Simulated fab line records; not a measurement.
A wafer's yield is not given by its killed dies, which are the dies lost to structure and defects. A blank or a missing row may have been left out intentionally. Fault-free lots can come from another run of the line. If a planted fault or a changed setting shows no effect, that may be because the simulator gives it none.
Matching of chambers    flow n5 finfet    4 sister chambers for N5_FIN_SAQP_ETCH_52 on rie diel-04
The step etches SOC in N2/H2, target depth 100 nm, overetch 20 nm, time 150 s. 4 wafers are shown with their chamber, then 12 later ones without.

WAFERS WITH THEIR CHAMBER
wafer   chamber  drypump motor current A (A)
L089.4  0        5.1
L090.4  1        6.5
L090.5  2        5.4
L090.6  3        5.9

WAFERS WITH NO CHAMBER GIVEN
wafer   drypump motor current A (A)
L091.1  6.5
L091.2  5.1
L091.4  5.9
L092.4  5.5
L092.5  6.5
L092.6  5.1
L093.2  5.5
L093.3  5.1
L093.5  6.5
L094.1  6.5
L094.2  5.4
L094.3  5.1

WHICH CHAMBER EACH WENT THROUGH
wafer   from the rows above  in truth
L091.1  1                    1
L091.2  0                    0
L091.4  3                    3
L092.4  2                    2
L092.5  1                    1
L092.6  0                    0
L093.2  2                    2
L093.3  0                    0
L093.5  1                    1
L094.1  1                    1
L094.2  2                    2
L094.3  0                    0
Placed correctly: 12 of 12. Number that these rows cannot place: 0. Placed wrongly: 0.
How it was worked out, from the rows above alone: a wafer's distance from a chamber is the root of the sum, over the readings, of the square of ((its reading less the chamber's mean) divided by the reading's scatter). The wafer belongs to the nearest chamber; if the next one is less than 2 further off, it can't be placed. The mean given for a chamber averages the wafers shown for that chamber. The scatter: root of mean squared gap, hidden wafer to nearest shown wafer, with one shown wafer a chamber.
